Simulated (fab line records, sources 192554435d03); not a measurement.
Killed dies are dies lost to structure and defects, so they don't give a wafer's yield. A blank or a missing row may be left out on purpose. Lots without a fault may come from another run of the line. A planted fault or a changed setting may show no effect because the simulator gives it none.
One fault seen from 2 desks | flow n5_finfet | each desk has only its own numbers; what lay behind them comes last

THE METROLOGY DESK
What the gauges read, lot by lot, whatever tool the lot ran on: means of the sampled wafers that have a number. A lot is out of limits, marked OUT, if its mean lies more than 4 standard deviations from the usual mean; the brackets give that distance. Of its 11 readings 7 are shown: those that lie furthest out on some lot.
Columns: A = DIBL_N at N5_BEOL_M4_RC_MEAS_101, usual 36.6 mV/V; B = IOFF_N at N5_BEOL_M4_RC_MEAS_101, usual 0.17 nA/um; C = IOFF_P at N5_BEOL_M4_RC_MEAS_101, usual 0.22 nA/um; D = ION_P at N5_BEOL_M4_RC_MEAS_101, usual 463 uA/um; E = SS_P at N5_BEOL_M4_RC_MEAS_101, usual 73.4 mV/dec; F = VT_N at N5_BEOL_M4_RC_MEAS_101, usual 249 mV; G = VT_P at N5_BEOL_M4_RC_MEAS_101, usual -249 mV
lot  | first seen here | A    | B    | C    | D   | E    | F   | G
L948 | day 6 05:49     | 35.6 | 0.15 | 0.20 | 466 | 72.9 | 250 | -249
L949 | day 6 07:13     | 36.0 | 0.15 | 0.21 | 462 | 72.8 | 252 | -252
L953 | day 7 08:57     | 37.0 | 0.18 | 0.21 | 456 | 73.5 | 249 | -251
L954 | day 7 09:11     | 37.9 | 0.17 | 0.20 | 464 | 73.7 | 251 | -252
L955 | day 7 19:08     | 34.0 | 0.14 | 0.21 | 472 | 72.8 | 250 | -248
L956 | day 8 04:13     | 40.0 | 0.23 | 0.23 | 462 | 74.3 | 245 | -252
L958 | day 8 10:57     | 34.8 | 0.13 | 0.18 | 461 | 72.5 | 252 | -252
L959 | day 8 17:39     | 36.7 | 0.16 | 0.17 | 450 | 72.8 | 251 | -252
L965 | day 10 12:31    | 38.1 | 0.22 | 0.28 | 473 | 74.3 | 244 | -244
L968 | day 11 05:50    | 34.7 | 0.14 | 0.17 | 453 | 72.5 | 249 | -254
L970 | day 11 13:18    | 39.3 | 0.22 | 0.26 | 457 | 74.9 | 245 | -251
This desk's finding: nothing out of limits on any of the 11 lots.

THE TOOL OWNER'S DESK: litho_track-01
The tool's own readings at N5_BEOL_M1_COAT_61 (time 60 s, resist thk 60 nm): means of the sampled wafers that have a number, for each lot that ran on this tool. A lot is out of limits, marked OUT, if its mean lies more than 4 standard deviations from the usual mean; the brackets give that distance.
Columns: A = plate_temp_C at N5_BEOL_M1_COAT_61, usual 250.02 C; B = spin_speed_rpm at N5_BEOL_M1_COAT_61, usual 1500.0 rpm
lot  | first seen here | A      | B
L948 | day 6 05:34     | 250.26 | 1500.8
L949 | day 6 06:58     | 250.28 | 1500.7
L953 | day 7 08:34     | 250.09 | 1500.3
L954 | day 7 08:55     | 250.11 | 1500.0
L958 | day 8 10:41     | 249.90 | 1579.9 (+73) OUT
L959 | day 8 17:23     | 250.12 | 1576.8 (+70) OUT
This desk's finding: out of limits on L958, L959; first on L958, day 8 10:41 (spin_speed_rpm at N5_BEOL_M1_COAT_61). In limits: L948, L949, L953, L954.

PUT TOGETHER
The tool owner's desk could have raised an alarm at day 8 10:41, on L958, L959.
The metrology desk saw nothing out of limits.
The metrology desk has L958, L959 on record, within its limits.
Of the lots named, all ran N5_BEOL_M1_COAT_61 on litho_track-01.

WHAT THE SIMULATOR HAD PUT IN
Process parameter drift: litho_track-01, from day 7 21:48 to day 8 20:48, at N5_BEOL_M1_COAT_61. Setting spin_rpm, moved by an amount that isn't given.
Lots struck among those shown: L958, L959.
Hours from the fault's start to each desk's first reading out of limits: the tool owner's desk, 13.
